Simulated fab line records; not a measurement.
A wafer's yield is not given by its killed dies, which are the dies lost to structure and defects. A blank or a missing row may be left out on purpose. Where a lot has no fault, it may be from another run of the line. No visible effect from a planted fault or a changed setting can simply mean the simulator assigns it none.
Which of the tools did it? -- flow nand_harc -- Sampling: 6 lots, 18 wafers, 2 of 1159 route steps

== WHAT THE GAUGES SHOWED, per wafer ==
NHARC_P_ZERO_WELL_CD_MEAS_24 targets a cd of 720 nm.
lot,measured,on,cd_nm (nm)
L627,day 2 08:29,cd_sem-01,721.5 722.5 722.4
L629,day 2 20:37,cd_sem-03,723.1 722.5 722.9
L631,day 3 08:29,cd_sem-03,722.9 721.3 721.5
L634,day 4 02:37,cd_sem-01,719.3 721.5 719.6
L639,day 5 08:20,cd_sem-01,721.9 721.7 719.4
L645,day 6 20:35,cd_sem-03,721.0 718.8 722.7

== EACH LOT AND THE TOOL THAT RAN IT (in order: tool; ch and the chambers of the sampled wafers; start) ==
lot,NHARC_P_ZERO_WELL_EXPOSE_21
L627,"krf_scanner-02 ch 0, day 2 08:20"
L629,"krf_scanner-02 ch 0, day 2 20:28"
L631,"krf_scanner-02 ch 0, day 3 08:20"
L634,"krf_scanner-02 ch 0, day 4 02:28"
L639,"krf_scanner-02 ch 0, day 5 08:11"
L645,"krf_scanner-03 ch 0, day 6 20:26"
- NHARC_P_ZERO_WELL_EXPOSE_21: exposes mask P NWELL, target cd 720 nm.

== THE ANSWER, worked out from the rows above alone ==
Rule: usual is defined by the lots themselves. The widest of any qualifying gaps counts: lots, ordered by their means at a reading, are off when they make up no more than a third of the lots, leave a main group of 4 or more, and stand apart from it by 3 or more times the standard deviation of that group's means. A main group whose means are all the same, to the digits that the tables above print for the reading, isn't used. A lot without any number at a reading at which 4 lots or more have one is off too. Where the step has rows for the other lots, those lots are counted as sound.
No lot is off at any reading shown: from this, nothing can be told.

== WHAT THE SIMULATOR HAD INSERTED ==
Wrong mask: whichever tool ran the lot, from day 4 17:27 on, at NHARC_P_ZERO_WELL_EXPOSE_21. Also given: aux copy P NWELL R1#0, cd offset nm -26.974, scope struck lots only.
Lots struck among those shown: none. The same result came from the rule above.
